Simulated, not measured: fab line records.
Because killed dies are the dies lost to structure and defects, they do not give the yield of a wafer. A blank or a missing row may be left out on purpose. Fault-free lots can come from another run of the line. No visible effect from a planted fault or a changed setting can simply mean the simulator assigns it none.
fab line records	flow n5-finfet
[record] lots = 6	wafers = 18	last-day = 17
route steps=1938 shown BEOL_M6@1194
lots that met no fault: taken from a fault-free run of the same line
start-h: the number of hours between the record's first day and the start of the first shown wafer of the lot	wait-h: time in hours since the lot's previous step	" identical to the entry in the row above	L1.1+2: several wafers, shown together as one row	- either no value or no given start	* or withheld: withheld	< > ~ a bound
route shown NAME@n: a module of which the file shows steps, and the number in the route of the first	usual: mean/standard deviation of fault-free wafers	same: alike in all rows	chamber/n: place in a boat	sites: the reading at each site	_std_site: the values' standard deviation	_edge_site: inner sites' mean taken away from outer sites' mean	radius-mm: for every site, how far away it sits from the centre of the wafer	mask NAME#n: copy n	behind: tool/chamber where the wafer was last shaped	hold: why the lot was held/for how many hours/how that ended	device: the n, p or np transistor that did not switch	end of line: the tests these same wafers got at the end of their route	a step given without rows: its recipe and nothing more	killed: dies that structure and defects cost at the first sort, which is not the same as the wafer's yield	map: shows each die of a wafer: x if killed, . if not, _ if none is there
set.NAME: setting as actually run; set.NAME@STEP: the setting as run at that earlier step	model.NAME: the simulator's own value behind a step, which no gauge read
lots seen at some steps along the route; tables by step, rows by wafer
services: the hour from which a tool's chamber was out of use, counted from the record's first day as start-h (under 0 if before that day), plus the number of hours and why
[[steps]]
[step N5_BEOL_M6_ILD_DEP_00]
[recipe] material = SiCOH_lowk	target-thk-a = 1797.5	temp-c = 300	precursor = DEMS/porogen	pressure-torr = 5	rf-w = 500	time-s = 33.4
[usual] heater-power-w = 314/44	showerhead-plenum-p-Torr = 5.737/0.014	throttle-valve-pct = 13.4/0.66
lot.wafer	tool	chamber	start-h	wait-h	heater-power-w	showerhead-plenum-p-Torr	throttle-valve-pct
L973.1	pecvd-03	1	185.99	0.0	294	5.734	13.4
L973.3	"	2	"	"	333	5.728	12.9
L973.6	"	0	"	"	293	5.713	14.4
L976.3	pecvd-04	0	197.12	0.0	312	5.738	13.7
L976.5	"	1	"	"	403	5.739	13.2
L976.6	"	2	"	"	321	5.725	12.8
L984.4	pecvd-03	1	252.71	0.1	277	5.734	13.5
L984.5	"	2	"	"	296	5.735	12.0
L984.6	"	1	"	"	289	5.732	13.4
L985.3	pecvd-04	2	265.35	0.0	288	5.754	13.2
L985.4	"	1	"	"	411	5.749	13.1
L985.6	"	2	"	"	278	5.748	12.9
L974.1	pecvd-01	1	320.75	0.0	222	5.743	14.0
L974.4	"	0	"	"	311	5.764	14.5
L974.6	"	2	"	"	252	5.722	13.0
L993.2	pecvd-01	0	323.74	0.0	283	5.740	14.2
L993.4	"	2	"	"	264	5.713	12.6
L993.5	"	1	"	"	259	5.745	14.2
[step N5_BEOL_M6_CURE_74]
[recipe] temp-c = 385	time-s = 240	ambient = He/Ar	material = SiCOH_lowk
[usual] lamp-power-pct = 52.32/0.056	wafer_temp_C_max = 386.9/0.77
lot.wafer	tool	chamber	start-h	wait-h	lamp-power-pct	wafer_temp_C_max
L973.1	uv-cure-02	2	186.05	0.0	52.30	387.0
L973.3	"	2	"	"	52.35	386.8
L973.6	"	2	"	"	52.40	387.5
L976.3	uv-cure-02	0	197.34	0.2	52.30	387.4
L976.5	"	0	"	"	52.36	387.6
L976.6	"	0	"	"	52.28	387.9
L984.4	uv-cure-02	1	253.02	0.3	52.22	388.6
L984.5	"	1	"	"	52.33	388.1
L984.6	"	1	"	"	52.26	388.6
L985.3	uv-cure-01	2	265.57	0.2	52.24	386.2
L985.4	"	2	"	"	52.31	386.2
L985.6	"	2	"	"	52.29	386.3
L974.1	uv-cure-01	2	320.81	0.0	52.23	386.1
L974.4	"	2	"	"	52.29	386.8
L974.6	"	2	"	"	52.28	386.1
L993.2	uv-cure-02	1	323.88	0.1	52.29	387.5
L993.4	"	1	"	"	52.36	387.4
L993.5	"	1	"	"	52.25	387.1
[step N5_BEOL_M6_THK_MEAS_01]
[recipe] reads = SiCOH_lowk_of_BEOL_M6_ILD_DEP_00
[usual] M6_ILD_THK = 154.9/2
lot.wafer	tool	chamber	start-h	wait-h	M6_ILD_THK[nm]
L973.1	film-metro-02	-	187.05	0.8	154.9
L973.3	"	-	"	"	153.7
L973.6	"	-	"	"	159.0
L976.3	film-metro-02	-	197.70	0.3	157.4
L976.5	"	-	"	"	158.7
L976.6	"	-	"	"	157.3
L984.4	film-metro-02	-	253.29	0.2	154.6
L984.5	"	-	"	"	153.5
L984.6	"	-	"	"	154.3
L985.3	film-metro-02	-	265.92	0.3	151.3
L985.4	"	-	"	"	156.1
L985.6	"	-	"	"	154.3
L974.1	film-metro-01	-	321.80	0.8	154.7
L974.4	"	-	"	"	154.3
L974.6	"	-	"	"	156.4
L993.2	film-metro-02	-	324.32	0.4	153.2
L993.4	"	-	"	"	157.5
L993.5	"	-	"	"	157.5
[step N5_BEOL_M6_PECVD_70]
[recipe] material = SiO2	target-thk-a = 200	temp-c = 400	precursor = TEOS/O2	pressure-torr = 5.5	rf-w = 450	teos-flow-sccm = 53.8	gas = O2	flow-sccm = 3000	time-s = 22.7
[usual] heater-power-w = 712/82	showerhead-plenum-p-Torr = 8.77/0.049	throttle-valve-pct = 21.7/1.1
lot.wafer	tool	chamber	start-h	wait-h	heater-power-w	showerhead-plenum-p-Torr	throttle-valve-pct
L973.1	pecvd-01	2	187.08	0.0	662	8.69	20.3
L973.3	"	1	"	"	664	8.77	22.5
L973.6	"	0	"	"	713	8.89	23.1
L976.3	pecvd-04	2	197.73	0.0	734	8.75	20.5
L976.5	"	0	"	"	735	8.78	22.5
L976.6	"	2	"	"	760	8.77	20.5
L984.4	pecvd-04	2	253.34	0.1	708	8.77	21.1
L984.5	"	1	"	"	903	8.79	21.2
L984.6	"	0	"	"	802	8.80	22.3
L985.3	pecvd-04	2	265.96	0.0	756	8.76	20.7
L985.4	"	0	"	"	737	8.77	22.5
L985.6	"	1	"	"	889	8.79	21.5
L974.1	pecvd-04	2	321.84	0.0	732	8.76	21.2
L974.4	"	1	"	"	887	8.82	21.5
L974.6	"	0	"	"	792	8.78	22.5
L993.2	pecvd-04	2	324.35	0.0	641	8.74	21.1
L993.4	"	1	"	"	827	8.80	21.6
L993.5	"	0	"	"	686	8.79	22.3
[step N5_BEOL_M6_HM_DEP_02]
[recipe] material = TiN	target-thk-a = 200	temp-c = 25	chamber-pressure-pa = 0.49996
[usual] throttle-valve-pct = 29.4/1.3
lot.wafer	tool	chamber	start-h	wait-h	throttle-valve-pct
L973.1	pvd-sputter-01	-	187.99	0.9	29.4
L973.3	"	-	"	"	29.1
L973.6	"	-	"	"	31.7
L976.3	pvd-sputter-02	-	198.08	0.3	31.4
L976.5	"	-	"	"	29.8
L976.6	"	-	"	"	29.7
L984.4	pvd-sputter-03	-	256.91	3.6	30.8
L984.5	"	-	"	"	30.8
L984.6	"	-	"	"	29.3
L985.3	pvd-sputter-03	-	269.77	3.8	29.0
L985.4	"	-	"	"	27.5
L985.6	"	-	"	"	27.3
L974.1	pvd-sputter-02	-	323.30	1.4	30.1
L974.4	"	-	"	"	29.7
L974.6	"	-	"	"	31.8
L993.2	pvd-sputter-02	-	324.71	0.3	31.3
L993.4	"	-	"	"	29.7
L993.5	"	-	"	"	29.8
[step N5_BEOL_M6_COAT_59]
[recipe] resist = SOC	temp-c = 250	time-s = 60	spin-rpm = 1500	resist-thk-nm = 100
[step N5_BEOL_M6_COAT_60]
[recipe] resist = SiARC	temp-c = 220	time-s = 60	spin-rpm = 1500	resist-thk-nm = 35
[step N5_BEOL_M6_COAT_05]
[recipe] resist = CAR-ArF	spin-rpm = 1500	resist-thk-nm = 90
[step N5_BEOL_M6_EBR_07]
[recipe] solvent = PGMEA	ebr-width-mm = 1.5
[step N5_BEOL_M6_SOFTBAKE_06]
[recipe] temp-c = 110	time-s = 60	resist = CAR-ArF
[step N5_BEOL_M6_EXPOSE_08]
[recipe] mask-id = M6	na = 1.35	source-shape = dipole	sigma-inner = 0.817	sigma-outer = 0.97	polarization = te	dose-mj = 68.25
[step N5_BEOL_M6_PEB_09]
[recipe] peb-temp-c = withheld	peb-time-s = 60	resist = CAR-ArF
[step N5_BEOL_M6_DEVELOP_10]
[recipe] develop-time-s = 30	developer = TMAH	resist = CAR-ArF	rinse-liquid = diw	dry = air-spin	dev-temp-c = 23
[usual] chill-plate-temp-C = 22.99/0.094	develop-time-s = 30/0	exhaust-pa = 45.0/0.88
lot.wafer	tool	chamber	start-h	wait-h	chill-plate-temp-C	develop-time-s	exhaust-pa	model.CAR-ArF_of_BEOL_M6_COAT_05.thk-nm
L973.1	litho-track-02	0	188.31	-	23.03	30	45.9	88
L973.3	"	0	"	"	22.93	30	46.7	88
L973.6	"	0	"	"	23.01	30	45.8	88.4
L976.3	litho-track-02	0	198.52	-	22.91	30	43.4	88.6
L976.5	"	0	"	"	23.05	30	44.7	88.8
L976.6	"	0	"	"	22.98	30	44.2	88.8
L984.4	litho-track-02	-	257.37	-	-	-	-	89.8
L984.5	"	-	"	"	-	-	-	89.6
L984.6	"	-	"	"	-	-	-	89.6
L985.3	litho-track-02	-	270.09	-	-	-	-	90.4
L985.4	"	-	"	"	-	-	-	90.2
L985.6	"	-	"	"	-	-	-	90.2
L974.1	litho-track-04	0	323.74	-	22.94	30	45.5	88.2
L974.4	"	0	"	"	22.98	30	45.2	88.4
L974.6	"	0	"	"	23.03	30	44.0	88.4
L993.2	litho-track-01	0	325.15	-	22.90	30	45.2	88.4
L993.4	"	0	"	"	22.90	30	45.0	88.4
L993.5	"	0	"	"	22.88	30	44.6	88.2
[step N5_BEOL_M6_CD_MEAS_11]
[recipe] target-cd-nm = 38.5	landing-energy-ev = 500	detector = se-inlens	polarity = opening
[usual] cd-nm = 38.5/0.57
lot.wafer	tool	chamber	start-h	wait-h	cd-nm
L973.1	cd-sem-01	0	188.36	-	38.2
L973.3	"	0	"	"	38.8
L973.6	"	0	"	"	39.0
L976.3	cd-sem-01	0	198.58	-	38.7
L976.5	"	0	"	"	38.9
L976.6	"	0	"	"	39.8
L984.4	cd-sem-02	0	257.43	-	-
L984.5	"	0	"	"	-
L984.6	"	0	"	"	-
L985.3	cd-sem-01	0	270.15	-	-
L985.4	"	0	"	"	-
L985.6	"	0	"	"	-
L974.1	cd-sem-02	0	323.80	-	37.9
L974.4	"	0	"	"	37.9
L974.6	"	0	"	"	38.4
L993.2	cd-sem-02	0	325.21	-	37.7
L993.4	"	0	"	"	38.3
L993.5	"	0	"	"	39.1
[[services]]
tool	chamber	start-h	hours	kind
uv-cure-02	-	165.65	2.1	pm
pecvd-04	-	166.65	1.6	repair
uv-cure-01	-	185.57	2.5	repair
pecvd-03	2	202.38	-	clean
pecvd-03	2	202.38	-	consumable-replace:showerhead
pecvd-03	2	202.38	29.0	scheduled-down
pecvd-03	2	202.38	29.0	vent-cycle
litho-track-01	-	224.95	-	consumable-replace:filter
pecvd-03	0	230.99	13.4	repair
pecvd-03	2	233.38	2.1	scheduled-down
pecvd-01	2	237.14	7.1	repair
pecvd-03	0	252.11	5.5	scheduled-down
uv-cure-02	-	267.70	6.0	pm
uv-cure-01	-	284.76	2.1	pm
pecvd-04	-	285.39	1.9	repair
pecvd-01	-	286.63	6.0	pm
pvd-sputter-02	-	302.85	7.1	repair
pvd-sputter-01	-	320.59	12.8	repair
[[key]]
[first-sign] step = N5_BEOL_M6_DEVELOP_10	reading = tool-record	direction = missing
effect none on later readings
[model-effect] step = N5_BEOL_M6_DEVELOP_10	value = CAR-ArF_of_BEOL_M6_COAT_05.thk-nm	without = 88.27	struck = 89.97
met-at N5_BEOL_M6_DEVELOP_10
struck-wafers L984.4,L984.5,L984.6,L985.3,L985.4,L985.6
later-rows-left-out L984.4,L984.5,L984.6,L985.3,L985.4,L985.6
sort-left-out L984.4,L984.5,L984.6,L985.3,L985.4,L985.6
onset-between 198.52 257.37
[fault] kind = skipped-step-whole	tool = litho-track-02	chamber = -	onset-h = 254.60	steps = N5_BEOL_M6_DEVELOP_10	scope = struck-lots-only
// sort-left-out: the simulated sort isn't trusted on such a fault, so these wafers' sort isn't shown, and their yield isn't known
// later-rows-left-out: the simulator's readings of these wafers behind a module that went badly wrong aren't trusted and aren't shown, but for the sort
